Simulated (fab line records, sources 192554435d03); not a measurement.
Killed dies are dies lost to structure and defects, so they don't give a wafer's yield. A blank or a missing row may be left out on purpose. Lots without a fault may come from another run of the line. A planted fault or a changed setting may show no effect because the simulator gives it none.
Chamber matching | flow n5_finfet | N5_BEOL_M10_CURE_71 on uv_cure-03: 3 sister chambers
The step cures SiCOH lowk, time 240 s. 20 wafers are shown with their chamber, then 10 later ones without.

WAFERS WITH THEIR CHAMBER
wafer  | chamber | wafer_temp_C_max | lamp_power_pct (%)
L075.1 | 0       | 386.3            | 52.30
L075.3 | 0       | 386.5            | 52.32
L075.4 | 0       | 386.7            | 52.22
L076.2 | 0       | 386.2            | 52.23
L076.3 | 0       | 386.7            | 52.17
L076.5 | 0       | 386.4            | 52.32
L081.1 | 2       | 386.8            | 52.41
L081.5 | 2       | 386.2            | 52.43
L081.6 | 2       | 386.7            | 52.29
L080.3 | 0       | 386.0            | 52.24
L080.4 | 0       | 386.3            | 52.26
L080.5 | 0       | 385.6            | 52.39
L078.1 | 1       | 386.7            | 52.26
L078.5 | 1       | 386.9            | 52.35
L078.6 | 1       | 387.0            | 52.39
L084.2 | 0       | 386.2            | 52.31
L084.5 | 0       | 386.1            | 52.32
L084.6 | 0       | 386.7            | 52.28
L085.2 | 0       | 386.5            | 52.23
L085.3 | 0       | 387.0            | 52.33

SIGNATURES (means of the wafers above)
reading          | chamber 0 | chamber 1 | chamber 2 | scatter within a chamber
wafer_temp_C_max | 386.371   | 386.867   | 386.567   | 0.333
lamp_power_pct   | 52.2800   | 52.3333   | 52.3767   | 0.0612
Rule: a wafer's distance from a chamber is the root of the sum, over the readings, of the square of ((its reading less the chamber's mean) divided by the reading's scatter). The wafer belongs to the nearest chamber; if the next one is less than 2 further off, it can't be placed. The scatter: the root of (the sum of the squares of (reading less its chamber's mean) over the shown wafers, divided by (wafers less chambers)).

WAFERS WITHOUT THEIR CHAMBER
wafer  | wafer_temp_C_max | lamp_power_pct (%)
L085.4 | 386.8            | 52.39
L088.3 | 386.9            | 52.24
L088.5 | 386.7            | 52.27
L088.6 | 386.3            | 52.40
L094.1 | 386.2            | 52.38
L094.4 | 385.9            | 52.47
L094.6 | 386.6            | 52.27
L097.3 | 387.1            | 52.30
L097.4 | 387.8            | 52.33
L097.6 | 387.0            | 52.35

WHICH CHAMBER EACH WENT THROUGH
wafer  | from the rows above          | in truth
L085.4 | can't be placed: 2 or 1 or 0 | 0
L088.3 | can't be placed: 1 or 0 or 2 | 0
L088.5 | can't be placed: 0 or 1 or 2 | 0
L088.6 | can't be placed: 2 or 0 or 1 | 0
L094.1 | can't be placed: 2 or 0 or 1 | 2
L094.4 | can't be placed: 2 or 0 or 1 | 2
L094.6 | can't be placed: 0 or 1 or 2 | 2
L097.3 | can't be placed: 1 or 2 or 0 | 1
L097.4 | can't be placed: 1 or 2 or 0 | 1
L097.6 | can't be placed: 1 or 2 or 0 | 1
Placed correctly: 0 of 10. Can't be placed from these rows: 10 (the true chamber is among the candidates in 10). Placed wrongly: 0.
